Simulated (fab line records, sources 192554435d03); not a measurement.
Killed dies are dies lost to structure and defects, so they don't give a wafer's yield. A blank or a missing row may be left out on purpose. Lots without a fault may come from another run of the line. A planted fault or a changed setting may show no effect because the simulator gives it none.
Which tool did it? | flow n5_finfet | 12 lots, 36 wafers sampled, at 4 steps of a route of 1938

WHAT THE GAUGES READ, wafer by wafer
N5_BEOL_M5_RS_MEAS_57: measures by four-point-probe.
lot  | measured     | on            | M5_RS (ohm/sq)
L075 | day 9 00:38  | film_metro-01 | 0.396 0.368 0.388
L078 | day 10 01:47 | film_metro-01 | 0.398 0.374 0.380
L079 | day 10 12:25 | film_metro-02 | 0.394 0.380 0.394
L077 | day 10 14:29 | film_metro-01 | 0.395 0.410 0.369
L083 | day 10 22:14 | film_metro-01 | 0.391 0.397 0.382
L085 | day 11 16:22 | film_metro-01 | 0.395 0.379 0.399
L087 | day 12 03:16 | film_metro-01 | 0.387 0.387 0.376
L091 | day 12 18:56 | film_metro-02 | 0.392 0.388 0.364
L090 | day 13 05:29 | film_metro-02 | 0.377 0.367 0.380
L092 | day 13 15:49 | film_metro-02 | 0.414 0.385 0.398
L095 | day 14 08:54 | film_metro-02 | 0.378 0.411 0.390
L096 | day 14 15:15 | film_metro-02 | 0.402 0.391 0.387

WHICH TOOL RAN EACH LOT (tool, then ch and the chambers of the sampled wafers, then the start)
lot  | N5_BEOL_M5_STRIP_36                | N5_BEOL_M5_ANNEAL_49         | N5_BEOL_M5_PRE_CLEAN_77
L075 | rie_diel-03 ch 0,3, day 8 17:07    | pvd_sputter-01, day 8 19:18  | cvd_co-01 ch 0,1,2, day 9 00:25
L078 | rie_diel-01 ch 1,2,3, day 9 18:37  | pvd_sputter-02, day 9 20:26  | cvd_co-01 ch 1,2, day 10 01:32
L079 | rie_diel-03 ch 0,3, day 10 05:39   | pvd_sputter-03, day 10 07:05 | cvd_co-02 ch 0,1, day 10 12:11
L077 | rie_diel-05 ch 0,2,3, day 10 06:13 | pvd_sputter-01, day 10 09:04 | cvd_co-01 ch 0,1,2, day 10 14:16
L083 | rie_diel-05 ch 2,3, day 10 13:18   | pvd_sputter-02, day 10 16:55 | cvd_co-01 ch 1,2, day 10 22:01
L085 | rie_diel-03 ch 0,1,3, day 11 09:05 | pvd_sputter-03, day 11 11:01 | cvd_co-02 ch 1,2, day 11 16:08
L087 | rie_diel-01 ch 1,2,3, day 11 17:59 | pvd_sputter-01, day 11 21:56 | cvd_co-02 ch 1,2, day 12 03:02
L091 | rie_diel-01 ch 0,2,3, day 12 11:46 | pvd_sputter-03, day 12 13:32 | cvd_co-02 ch 0,1, day 12 18:41
L090 | rie_diel-01 ch 0,2, day 12 22:14   | pvd_sputter-01, day 13 00:10 | cvd_co-02 ch 0,2, day 13 05:16
L092 | rie_diel-03 ch 0,1,2, day 13 08:20 | pvd_sputter-03, day 13 10:29 | cvd_co-01 ch 0,2, day 13 15:35
L095 | rie_diel-05 ch 0,1,2, day 14 01:23 | pvd_sputter-03, day 14 03:33 | cvd_co-02 ch 1,2, day 14 08:39
L096 | rie_diel-03 ch 0,2,3, day 14 07:52 | pvd_sputter-01, day 14 09:47 | cvd_co-01 ch 0,1,2, day 14 15:03
- N5_BEOL_M5_STRIP_36: strips in N2/H2.
- N5_BEOL_M5_ANNEAL_49: time 1800 s.
- N5_BEOL_M5_PRE_CLEAN_77: time 15 s.

THE ANSWER, worked out from the rows above alone
Rule: what is usual is taken from the lots themselves. Put in order of their means at a reading, lots are off if they are a third of the lots or fewer, leave a main group of 4 or more, and stand apart from it by a gap of 3 or more times the standard deviation of the main group's means; of several such gaps the widest counts. A main group whose means are all the same, to the digits that the tables above print for the reading, isn't used. A lot without any number at a reading at which 4 lots or more have one is off too. The other lots that the step has rows for count as sound.
No lot is off at any reading shown: from this, nothing can be told.

WHAT THE SIMULATOR HAD PUT IN
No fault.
